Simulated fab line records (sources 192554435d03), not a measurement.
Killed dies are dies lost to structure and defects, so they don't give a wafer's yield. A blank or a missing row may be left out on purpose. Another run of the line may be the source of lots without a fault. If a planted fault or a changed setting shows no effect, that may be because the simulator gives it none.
Comparing a struck lot with a sound one || flow n5Finfet || 22 steps out of a route of 1938
Sound: wafers L731.1, L731.4, L731.5. Wafers struck: L720.2, L720.3, L720.4. At the end, the cause is stated.
At each step with rows: each side's tool, then ch and its chambers, then its first start. Under that, the readings that differ: sound wafers || struck wafers || difference of the means || sigmas: that difference in standard deviations of wafers without a fault.
alike: same words and numbers on both sides, and readings whose means sit less than 2 such deviations apart. not compared: any withheld reading, any reading some wafer has no value for, any bound like >300 that may hide the same value, and any number with overlapping values for which the record gives no deviation.
The two part at a step that has a row with sigmas, a row that says differs or no value, or rows on one side only. Non-overlapping numbers with no deviation appear without sigmas and do not part them. A reading missing from all wafers of one side parts the sides only when that side holds two or more wafers.

first, 9 steps without rows for these wafers: N5_BEOL_M11_SOFTBAKE_06 (time 60 s); N5_BEOL_M11_EXPOSE_08 (exposes mask M11); N5_BEOL_M11_PEB_09 (peb time 60 s); N5_BEOL_M11_DEVELOP_10 (develop time 30 s); N5_BEOL_M11_DESCUM_16 (chemistry O2, time 7.9 s); N5_BEOL_M11_ETCH_61 (etches SiARC in CF4, target depth 39 nm, time 65 s); N5_BEOL_M11_ETCH_62 (etches SOC in N2/H2, target depth 110 nm, overetch 22 nm, time 165 s); N5_BEOL_M11_STRIP_68 (strips in N2/H2); N5_BEOL_M11_STRIP_67 (strips in CF4).
N5_BEOL_M11_HM_OPEN_17: chemistry Cl2/BCl3, target TiN, target depth 20 nm, overetch 6 nm.
  sound on rieMetal-01 ch 1, day 18 09:55; struck on rieMetal-03 ch 0,1, day 16 05:34
  alike: drypumpMotorCurrentA, oesProductAu, throttleValvePct
  not compared: rfHoursCounterH
then, 9 steps without rows for these wafers: N5_BEOL_M11_STRIP_19 (strips in O2); N5_BEOL_M11_COAT_63 (time 60 s, resist thk 100 nm); N5_BEOL_M11_COAT_64 (time 60 s, resist thk 30 nm); N5_BEOL_M11_COAT_22 (resist thk 90 nm); N5_BEOL_M11_EBR_24; N5_BEOL_M11_SOFTBAKE_23 (time 60 s); N5_BEOL_M11_EXPOSE_25 (exposes mask V10); N5_BEOL_M11_PEB_26 (peb time 60 s); N5_BEOL_M11_DEVELOP_27 (develop time 30 s).
N5_BEOL_M11_INSPECT_30: inspects for defects (brightfield).
  sound on defectInspect-01, day 18 13:25; struck on defectInspect-01, day 16 08:42
{"reading": "rawDefectCount", "sound": "385 351 505", "struck": "865 647 837", "difference": "+369", "sigmas": "+4"}
then, 1 step without rows for these wafers: N5_BEOL_M11_DESCUM_33 (chemistry O2, time 7.9 s).
N5_PASSIVATION_PROBE_49:
  the record has rows for the struck wafers here (prober-01, day 18 06:53) and none for the sound ones

WHERE THEY PART
At N5_BEOL_M11_INSPECT_30 first; at N5_PASSIVATION_PROBE_49 last (within this record only).

WHY: whatever the simulator had introduced
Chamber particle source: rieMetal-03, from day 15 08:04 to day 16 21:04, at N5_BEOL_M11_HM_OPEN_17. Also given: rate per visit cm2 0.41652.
